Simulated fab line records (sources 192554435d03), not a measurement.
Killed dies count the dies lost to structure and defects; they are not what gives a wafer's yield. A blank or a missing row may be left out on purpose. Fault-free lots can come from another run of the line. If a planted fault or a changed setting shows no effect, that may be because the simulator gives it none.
The same fault as seen by 3 desks + flow n5_finfet + each desk holds nothing but its own numbers, with what lay behind them at the end

## FROM THE METROLOGY DESK
What the gauges read, lot by lot, whatever tool the lot ran on: means of the sampled wafers that have a number. Any lot whose mean is over 4 standard deviations away from the usual mean is out of limits and marked OUT; that distance is given in the brackets.
Columns: A = V8_OVL at N5_BEOL_M9_OVL_MEAS_29, usual -0.2 nm
| lot  | first seen here | A    |
|------|-----------------|------|
| L777 | day 10 13:11    | 0.4  |
| L779 | day 11 00:13    | 1.1  |
| L783 | day 11 15:50    | -0.4 |
| L793 | day 14 01:26    | -0.2 |
| L792 | day 14 11:37    | -0.5 |
| L797 | day 16 01:08    | -0.4 |
This desk's verdict: no lot among the 6 shows anything out of limits.

## THE TOOL OWNER'S DESK: rie_diel-04
The tool's own readings at N5_BEOL_M9_ETCH_41 (etches SiCN in CH3F/O2, target depth 36.6 nm, time 70.1 s): means of the sampled wafers that have a number, for each lot that ran on this tool. Any lot whose mean is over 4 standard deviations away from the usual mean is out of limits and marked OUT; that distance is given in the brackets.
Columns: A = drypump_motor_current_A at N5_BEOL_M9_ETCH_41, usual 5.8 A; B = mfc_ar_sccm at N5_BEOL_M9_ETCH_41, usual 150.0 sccm; C = oes_product_au at N5_BEOL_M9_ETCH_41, usual 0.79 a.u.; D = rf_vpp_V at N5_BEOL_M9_ETCH_41, usual 296.8 V; E = showerhead_plenum_p_Torr at N5_BEOL_M9_ETCH_41, usual 1.98 Torr; F = throttle_valve_pct at N5_BEOL_M9_ETCH_41, usual 16.29 %
| lot  | first seen here | A   | B     | C    | D     | E    | F     |
|------|-----------------|-----|-------|------|-------|------|-------|
| L777 | day 10 13:36    | 5.8 | 150.1 | 0.71 | 297.3 | 2.01 | 16.49 |
| L779 | day 11 00:44    | 5.8 | 149.9 | 0.91 | 296.9 | 1.97 | 16.35 |
| L783 | day 11 16:14    | 5.7 | 150.1 | 0.77 | 297.1 | 1.97 | 16.63 |
| L793 | day 14 01:52    | 5.8 | 149.4 | 0.75 | 296.2 | 2.00 | 16.40 |
| L792 | day 14 12:02    | 5.8 | 149.8 | 0.92 | 296.5 | 1.96 | 16.17 |
| L797 | day 16 01:33    | 5.8 | 150.1 | 0.87 | 296.9 | 1.99 | 16.25 |
This desk's verdict: no lot among the 6 shows anything out of limits.

## THE DEFECT DESK
Lot by lot, what the route's inspections counted, given as the mean of those sampled wafers with a number. Any lot whose mean is over 4 standard deviations away from the usual mean is out of limits and marked OUT; that distance is given in the brackets.
Columns: A = raw_defect_count at N5_BEOL_M9_INSPECT_30, usual 402
| lot  | first seen here | A   |
|------|-----------------|-----|
| L777 | day 10 13:14    | 471 |
| L779 | day 11 00:16    | 263 |
| L783 | day 11 15:53    | 436 |
| L793 | day 14 01:30    | 357 |
| L792 | day 14 11:40    | 354 |
| L797 | day 16 01:12    | 349 |
This desk's verdict: no lot among the 6 shows anything out of limits.

## ALL TOGETHER
The metrology desk saw nothing out of limits.
Nothing out of limits was seen by the tool owner's desk.
Nothing out of limits was seen by the defect desk.

## WHAT WAS PUT IN BY THE SIMULATOR
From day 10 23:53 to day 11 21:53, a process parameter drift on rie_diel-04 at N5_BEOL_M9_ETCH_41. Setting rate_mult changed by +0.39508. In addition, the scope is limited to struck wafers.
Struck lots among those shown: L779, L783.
